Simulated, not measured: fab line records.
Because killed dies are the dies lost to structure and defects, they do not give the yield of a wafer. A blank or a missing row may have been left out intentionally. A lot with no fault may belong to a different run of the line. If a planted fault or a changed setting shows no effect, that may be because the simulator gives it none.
Lot-split experiment ; flow n5Finfet ; 7 lots, 39 wafers read, on a route of 1938 steps

== SPLIT DETAILS ==
At N5_GATE_CUT_EXPOSE_10 (exposes mask GATE CUT, target cd 20 nm), the setting doseMj was moved away from the recipe's 43.25 on 15 of the 39 wafers read, by -7.9% to +6.4%. This setting was run at the recipe's value on the other wafers.

== FROM THE SPLIT TO THE READING: what the file shows between them, 2 steps ==
- N5_GATE_CUT_PEB_11: peb time 60 s
- N5_GATE_CUT_DEVELOP_12: develop time 30 s

== THE READING ==
At N5_GATE_CUT_CD_MEAS_13: cdNm in nanometres, against a target cd of 20 nm. A value of 19.98 nm with a standard deviation of 0.26 nm is what fault-free wafers of this fab line usually give.

wafer;tool, chamber at the split;doseMj as run;against the recipe;cdNm, nm;against lot-mates on the recipe
L075.1;euvScanner-02, 0;43.25;recipe;20.73;-
L075.2;euvScanner-02, 0;43.25;recipe;20.07;-
L075.3;euvScanner-02, 0;43.25;recipe;20.08;-
L075.4;euvScanner-02, 0;43.25;recipe;20.20;-
L075.5;euvScanner-02, 0;43.25;recipe;19.69;-
L075.6;euvScanner-02, 0;43.25;recipe;20.07;-
L080.1;euvScanner-02, 0;44.15;+2.1%;20.22;+0.23
L080.2;euvScanner-02, 0;43.25;recipe;19.82;-
L080.3;euvScanner-02, 0;44.15;+2.1%;20.37;+0.38
L080.4;euvScanner-02, 0;43.25;recipe;20.04;-
L080.5;euvScanner-02, 0;43.25;recipe;20.10;-
L080.6;euvScanner-02, 0;44.15;+2.1%;20.35;+0.36
L083.1;euvScanner-01, 0;43.25;recipe;19.44;-
L083.2;euvScanner-01, 0;43.25;recipe;19.73;-
L083.3;euvScanner-01, 0;46.02;+6.4%;21.37;+1.53
L083.4;euvScanner-01, 0;46.02;+6.4%;21.53;+1.69
L083.5;euvScanner-01, 0;46.02;+6.4%;21.29;+1.45
L083.6;euvScanner-01, 0;43.25;recipe;20.36;-
L085.1;euvScanner-01, 0;45.44;+5.1%;21.38;+1.60
L085.2;euvScanner-01, 0;43.25;recipe;19.62;-
L085.3;euvScanner-01, 0;43.25;recipe;19.92;-
L085.4;euvScanner-01, 0;45.44;+5.1%;20.90;+1.12
L085.5;euvScanner-01, 0;43.25;recipe;19.80;-
L085.6;euvScanner-01, 0;45.44;+5.1%;21.23;+1.45
L086.1;euvScanner-02, 0;43.25;recipe;20.24;-
L086.2;euvScanner-02, 0;43.25;recipe;20.22;-
L086.3;euvScanner-02, 0;43.25;recipe;19.99;-
L086.4;euvScanner-02, 0;39.85;-7.9%;17.93;-2.22
L086.5;euvScanner-02, 0;39.85;-7.9%;17.82;-2.33
L086.6;euvScanner-02, 0;39.85;-7.9%;18.40;-1.75
L087.1;euvScanner-01, 0;43.25;recipe;19.69;-
L087.2;euvScanner-01, 0;43.25;recipe;19.66;-
L087.3;euvScanner-01, 0;43.25;recipe;19.91;-
L091.1;euvScanner-01, 0;44.78;+3.5%;20.66;+0.84
L091.2;euvScanner-01, 0;43.25;recipe;19.92;-
L091.3;euvScanner-01, 0;44.78;+3.5%;20.60;+0.78
L091.4;euvScanner-01, 0;44.78;+3.5%;20.27;+0.45
L091.5;euvScanner-01, 0;43.25;recipe;19.70;-
L091.6;euvScanner-01, 0;43.25;recipe;19.84;-

THE FIT
A straight line over all 39 wafers: cdNm changes by +0.23 nm for each +1% of doseMj; r = +0.95; the points scatter about the line by 0.26 nm.
The same after taking each lot's own level away (the mean of its wafers on the recipe; 39 wafers): +0.254 nm for each +1%; r = +0.97; scatter 0.23 nm.
That fit puts the effect of the largest move of doseMj on the reading at 2 nm.
The span of the lots' own levels, 19.753 to 20.150 nm, comes to 1.5 times the standard deviation stated above.
So the lot-to-lot level changes the slope little: the two slopes agree.
Check: for one of the wafers moved furthest among these (-7.9%), held out of the fit, the line's prediction against its lot-mates is -1.99 nm. Against them it came out at -2.22 nm.

== ADDITIONAL SPLITS CARRIED BY THESE WAFERS ==
Before the reading, these wafers also passed through other splits. Each is held against what the fit with the lots' levels taken away leaves over:
other split on the same wafers;wafers away from the commonest value;r with cdNm (lot level and that fit taken away)
N5_DUMMY_GATE_EXPOSE_12 doseMj;18;-0.17
N5_DUMMY_GATE_ETCH_37 sourceW;12;-0.05
N5_HKMG_FIN_ETCH_55 timeS;15;+0.27

== THE WHOLE CHAIN: every reading that the file lists as answering this split, in the file's order ==
step;what it does;reading;change (the file's fit);r (the file's)
N5_GATE_CUT_CD_MEAS_13;target cd 20 nm;cdNm;+0.252 nm for each +1% of the setting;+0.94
N5_GATE_CUT_DESCUM_18;chemistry O2, time 7 s;GATE_CUT.cdNm (the simulator's own value, which no gauge read);+0.232 nm for each +1% of the setting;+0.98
N5_GATE_CUT_ETCH_28;etches underlayer in N2/H2, target depth 13 nm, time 10.4 s;GATE_CUT.cdNm (the simulator's own value, which no gauge read);+0.236 nm for each +1% of the setting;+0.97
N5_GATE_CUT_ETCH_36;etches SiARC in CF4, target depth 13 nm, time 21.7 s;GATE_CUT.cdNm (the simulator's own value, which no gauge read);+0.222 nm for each +1% of the setting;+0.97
N5_GATE_CUT_ETCH_47;etches SiO2 in Cl2/BCl3, target depth 10 nm;GATE_CUT.cdNm (the simulator's own value, which no gauge read);+0.21 nm for each +1% of the setting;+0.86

== THE FILE'S OWN FIT ==
cdNm changes by +0.252 nm for each +1% of doseMj, r = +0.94.
